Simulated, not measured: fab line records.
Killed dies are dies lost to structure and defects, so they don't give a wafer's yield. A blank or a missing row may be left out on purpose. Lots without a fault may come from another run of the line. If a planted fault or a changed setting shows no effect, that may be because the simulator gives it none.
Which tool is to blame? + flow nand harc + Sampling: 12 lots, 36 wafers, 5 of 1159 route steps

WHAT THE GAUGES READ, wafer by wafer
NHARC_END_SORT_01. Usual: killed at array 28, standard deviation 11; killed at other 0.8, standard deviation 1.1; killed at periphery 3.3, standard deviation 2.8; killed dies 32, standard deviation 11; killed open 3.3, standard deviation 1.9; killed short 1.9, standard deviation 1.4.
| lot  | measured     | on        | killed at array | killed at other | killed at periphery | killed dies | killed open | killed short | flag |
|------|--------------|-----------|-----------------|-----------------|---------------------|-------------|-------------|--------------|------|
| L369 | day 24 01:06 | prober-01 | 676 674 676     | 0 0 0           | 1 3 1               | 677 677 677 | 1 4 1       | 2 1 1        | OFF  |
| L370 | day 24 11:25 | prober-01 | 667 674 673     | 4 1 1           | 6 2 3               | 677 677 677 | 2 5 4       | 3 1 4        | OFF  |
| L368 | day 24 01:09 | prober-02 | 672 677 676     | 1 0 1           | 4 0 0               | 677 677 677 | 4 1 1       | 3 1 2        | OFF  |

EACH LOT AND THE TOOL THAT RAN IT (in order: tool; ch and the chambers of the sampled wafers; start)
| lot  | NHARC_A_STAIRCASE_STRIP_316                   | NHARC_A_STAIRCASE_STRIP_446          | NHARC_A_STAIRCASE_CMP_450     | NHARC_A_STAIRCASE_ETCHBACK_422     |
|------|-----------------------------------------------|--------------------------------------|-------------------------------|------------------------------------|
| L356 | rie diel-01 ch 1,2,3, day 14 09:58 or earlier | plasma asher-01 ch 0,1, day 14 09:58 | cmp-04 ch 1,2, day 14 10:39   | rie diel-07 ch 0,2,3, day 14 11:13 |
| L357 | rie diel-02 ch 0,1,3, day 14 14:43 or earlier | plasma asher-01 ch 0,1, day 14 14:43 | cmp-01 ch 0,1,2, day 14 15:34 | rie diel-07 ch 0,2,3, day 14 16:06 |
| L359 | rie diel-01 ch 1,2,3, day 15 05:38 or earlier | plasma asher-02 ch 0,1, day 15 05:38 | cmp-04 ch 0,1,2, day 15 06:32 | rie diel-02 ch 1,2,3, day 15 07:07 |
| L360 | rie diel-01 ch 0,1,3, day 15 05:43 or earlier | plasma asher-01 ch 0,1, day 15 05:43 | cmp-01 ch 1,3, day 15 06:28   | rie diel-07 ch 0,1,3, day 15 07:04 |
| L361 | rie diel-02 ch 1,2,3, day 15 23:34 or earlier | plasma asher-01 ch 0,1, day 15 23:34 | cmp-04 ch 1,2,3, day 16 00:22 | rie diel-01 ch 0,2,3, day 16 00:54 |
| L364 | rie diel-02 ch 0,1,3, day 16 02:08 or earlier | plasma asher-01 ch 0, day 16 02:08   | cmp-04 ch 0,1, day 16 02:57   | rie diel-02 ch 0,1,3, day 16 03:29 |
| L369 | rie diel-01 ch 1,3, day 18 04:02 or earlier   | plasma asher-02 ch 0, day 18 04:02   | cmp-04 ch 0,1,2, day 18 04:48 | rie diel-02 ch 0,2,3, day 18 05:33 |
| L370 | rie diel-07 ch 1,2,3, day 18 05:47 or earlier | plasma asher-01 ch 0,1, day 18 05:47 | cmp-01 ch 0,1,2, day 18 06:29 | rie diel-07 ch 0,1,3, day 18 07:01 |
| L368 | rie diel-01 ch 1,2, day 18 04:03 or earlier   | plasma asher-01 ch 0,1, day 18 04:03 | cmp-02 ch 0,1,2, day 18 04:51 | rie diel-02 ch 0,1, day 18 05:38   |
| L376 | rie diel-02 ch 1,3, day 18 21:29 or earlier   | plasma asher-01 ch 0,1, day 18 21:29 | cmp-02 ch 0,1,2, day 18 22:13 | rie diel-01 ch 1,2,3, day 18 22:45 |
| L374 | rie diel-01 ch 0,1, day 18 21:38 or earlier   | plasma asher-02 ch 0,1, day 18 21:38 | cmp-01 ch 0,3, day 18 22:26   | rie diel-01 ch 0,1,3, day 18 23:01 |
| L375 | rie diel-01 ch 1,2,3, day 18 21:52 or earlier | plasma asher-01 ch 0,1, day 18 21:52 | cmp-01 ch 0,2,3, day 18 22:45 | rie diel-01 ch 1,2,3, day 18 23:22 |
- NHARC_A_STAIRCASE_STRIP_316: strips in O2.
- NHARC_A_STAIRCASE_STRIP_446: strips in O2.
- NHARC_A_STAIRCASE_CMP_450: polishes SiO2, target thk 200 nm.
- NHARC_A_STAIRCASE_ETCHBACK_422: etches the open film in CH3F/O2, target depth 40 nm, time 74.286 s.

AS READ BY THE TOOLS THEMSELVES (means over the sampled wafers that have a number; for cases with no such wafer, the mark the record gives instead)
NHARC_A_STAIRCASE_STRIP_316. Usual: drypump motor current A 5.73 A, standard deviation 0.26; oes product au 1.006 a.u., standard deviation 0.013; rf vpp V 57.7 V, standard deviation 0.8; showerhead plenum p Torr 3.48 Torr, standard deviation 0.15; throttle valve pct 17.036 %, standard deviation 0.0087.
| lot  | tool        | drypump motor current A (A) | oes product au (a.u.) | rf vpp V (V) | showerhead plenum p Torr (Torr) | throttle valve pct (%) | flag |
|------|-------------|-----------------------------|-----------------------|--------------|---------------------------------|------------------------|------|
| L356 | rie diel-01 | 5.69                        | 1.009                 | 57.1         | 3.32                            | 17.039                 |      |
| L357 | rie diel-02 | 5.82                        | 0.994                 | 57.1         | 3.46                            | 17.025                 |      |
| L359 | rie diel-01 | 5.68                        | 1.001                 | 57.5         | 3.31                            | 17.042                 |      |
| L360 | rie diel-01 | 5.69                        | 1.004                 | 57.0         | 3.41                            | 17.026                 |      |
| L361 | rie diel-02 | 5.75                        | 1.007                 | 58.0         | 3.51                            | 17.040                 |      |
| L364 | rie diel-02 | 5.83                        | 0.995                 | 57.4         | 3.45                            | 17.038                 |      |
| L369 | rie diel-01 | 5.57                        | 1.004                 | 57.0         | 3.32                            | 17.040                 |      |
| L370 | rie diel-07 | 5.93                        | 1.020                 | 59.0         | 3.59                            | 17.032                 |      |
| L368 | rie diel-01 | 5.59                        | 1.008                 | 57.8         | 3.64                            | 17.037                 |      |
| L376 | rie diel-02 | 5.61                        | 1.010                 | 57.6         | 3.47                            | 17.038                 |      |
| L374 | rie diel-01 | 5.57                        | 1.005                 | 57.7         | 3.46                            | 17.030                 |      |
| L375 | rie diel-01 | 5.71                        | 1.003                 | 57.6         | 3.47                            | 17.044                 |      |

NHARC_A_STAIRCASE_STRIP_446. Usual: drypump motor current A 5.6 A, standard deviation 0.42; heater power w 333 W, standard deviation 23.
| lot  | tool            | drypump motor current A (A) | heater power w (W) | flag |
|------|-----------------|-----------------------------|--------------------|------|
| L356 | plasma asher-01 | 5.6                         | 352                |      |
| L357 | plasma asher-01 | 5.6                         | 348                |      |
| L359 | plasma asher-02 | 5.7                         | 319                |      |
| L360 | plasma asher-01 | 5.6                         | 353                |      |
| L361 | plasma asher-01 | 5.6                         | 348                |      |
| L364 | plasma asher-01 | 5.5                         | 357                |      |
| L369 | plasma asher-02 | 6.1                         | 344                |      |
| L370 | plasma asher-01 | 5.6                         | 346                |      |
| L368 | plasma asher-01 | 5.6                         | 354                |      |
| L376 | plasma asher-01 | 5.6                         | 347                |      |
| L374 | plasma asher-02 | 5.3                         | 309                |      |
| L375 | plasma asher-01 | 5.6                         | 354                |      |

NHARC_A_STAIRCASE_CMP_450. Usual: motor current A 12.1 A, standard deviation 1.3; retaining ring pressure frac 0.999, standard deviation 0.0049; slurry filter dp kPa 13.49 kPa, standard deviation 0.15.
| lot  | tool   | motor current A (A) | retaining ring pressure frac | slurry filter dp kPa (kPa) | flag |
|------|--------|---------------------|------------------------------|----------------------------|------|
| L356 | cmp-04 | 12.6                | 0.998                        | 13.59                      |      |
| L357 | cmp-01 | 12.2                | 1.000                        | 13.58                      |      |
| L359 | cmp-04 | 11.8                | 0.999                        | 13.50                      |      |
| L360 | cmp-01 | 10.6                | 0.999                        | 13.53                      |      |
| L361 | cmp-04 | 13.2                | 1.004                        | 13.46                      |      |
| L364 | cmp-04 | 13.3                | 0.998                        | 13.44                      |      |
| L369 | cmp-04 | 12.7                | 0.998                        | 13.46                      |      |
| L370 | cmp-01 | 12.7                | 0.999                        | 13.55                      |      |
| L368 | cmp-02 | 11.8                | 0.999                        | 13.47                      |      |
| L376 | cmp-02 | 12.0                | 1.001                        | 13.62                      |      |
| L374 | cmp-01 | 12.2                | 0.997                        | 13.38                      |      |
| L375 | cmp-01 | 11.7                | 0.998                        | 13.49                      |      |

NHARC_A_STAIRCASE_ETCHBACK_422. Usual: bias w 100.02 W, standard deviation 0.28; ch3f flow sccm 50.00 sccm, standard deviation 0.16; drypump motor current A 5.78 A, standard deviation 0.27; oes product au 0.96 a.u., standard deviation 0.038; rf fwd power W 496.1 W, standard deviation 2.2; rf vpp V 244.2 V, standard deviation 1.5; showerhead plenum p Torr 2.45 Torr, standard deviation 0.099; throttle valve pct 20.663 %, standard deviation 0.0092.
| lot  | tool        | bias w (W) | ch3f flow sccm (sccm) | drypump motor current A (A) | oes product au (a.u.) | rf fwd power W (W) | rf vpp V (V) | showerhead plenum p Torr (Torr) | throttle valve pct (%) | flag |
|------|-------------|------------|-----------------------|-----------------------------|-----------------------|--------------------|--------------|---------------------------------|------------------------|------|
| L356 | rie diel-07 | 99.75      | 49.99                 | 5.88                        | 1.00                  | 497.0              | 245.0        | 2.52                            | 20.663                 |      |
| L357 | rie diel-07 | 100.11     | 49.91                 | 5.88                        | 1.00                  | 497.6              | 244.8        | 2.52                            | 20.647                 |      |
| L359 | rie diel-02 | 100.22     | 50.07                 | 5.73                        | 0.99                  | 495.9              | 243.7        | 2.44                            | 20.665                 |      |
| L360 | rie diel-07 | 99.67      | 50.07                 | 5.79                        | 0.93                  | 496.8              | 245.0        | 2.53                            | 20.667                 |      |
| L361 | rie diel-01 | 100.05     | 50.01                 | 5.78                        | 1.00                  | 493.9              | 244.3        | 2.48                            | 20.657                 |      |
| L364 | rie diel-02 | 99.98      | 49.94                 | 5.81                        | 0.92                  | 495.4              | 243.1        | 2.40                            | 20.671                 |      |
| L369 | rie diel-02 | -          | -                     | -                           | -                     | -                  | -            | -                               | -                      | OFF  |
| L370 | rie diel-07 | -          | -                     | -                           | -                     | -                  | -            | -                               | -                      | OFF  |
| L368 | rie diel-02 | -          | -                     | -                           | -                     | -                  | -            | -                               | -                      | OFF  |
| L376 | rie diel-01 | 99.90      | 49.84                 | 5.69                        | 0.94                  | 497.3              | 244.3        | 2.42                            | 20.665                 |      |
| L374 | rie diel-01 | 100.19     | 49.95                 | 5.69                        | 1.01                  | 496.1              | 242.2        | 2.35                            | 20.668                 |      |
| L375 | rie diel-01 | 99.92      | 50.24                 | 5.66                        | 0.93                  | 496.6              | 242.9        | 2.42                            | 20.659                 |      |

THE ANSWER, worked out from the rows above alone
Rule: lot off if the mean of its wafers having a number is beyond 3 standard deviations from the usual mean. Also off: a lot with no number at a reading for which 4 or more lots have one. The other lots that the step has rows for count as sound. Order of review: gauges by route order, followed by the tools' own readings, for which a lot's mean as printed above is used. The first step at which some lot is off is used, and at that step the reading that is off furthest; a lot without a number counts as furthest.
Off at NHARC_END_SORT_01 (killed at array): L369, L370, L368. Neither off nor sound, because the step has no rows for them: L356, L357, L359, L360, L361, L364, L376, L374, L375.
If a tool, at a process step before that reading, ran all the lots that are off and no sound lot after the first of them, it fits. The gauges at NHARC_END_SORT_01 aren't tried: what is off there is off at NHARC_A_STAIRCASE_ETCHBACK_422 too, on other tools, and a gauge's error can't cause that. NHARC_A_STAIRCASE_STRIP_316: start missing for some lots; hours and lot order therefore follow NHARC_A_STAIRCASE_STRIP_446. Not one of the candidates tried fits.

WHAT THE SIMULATOR HAD INSERTED
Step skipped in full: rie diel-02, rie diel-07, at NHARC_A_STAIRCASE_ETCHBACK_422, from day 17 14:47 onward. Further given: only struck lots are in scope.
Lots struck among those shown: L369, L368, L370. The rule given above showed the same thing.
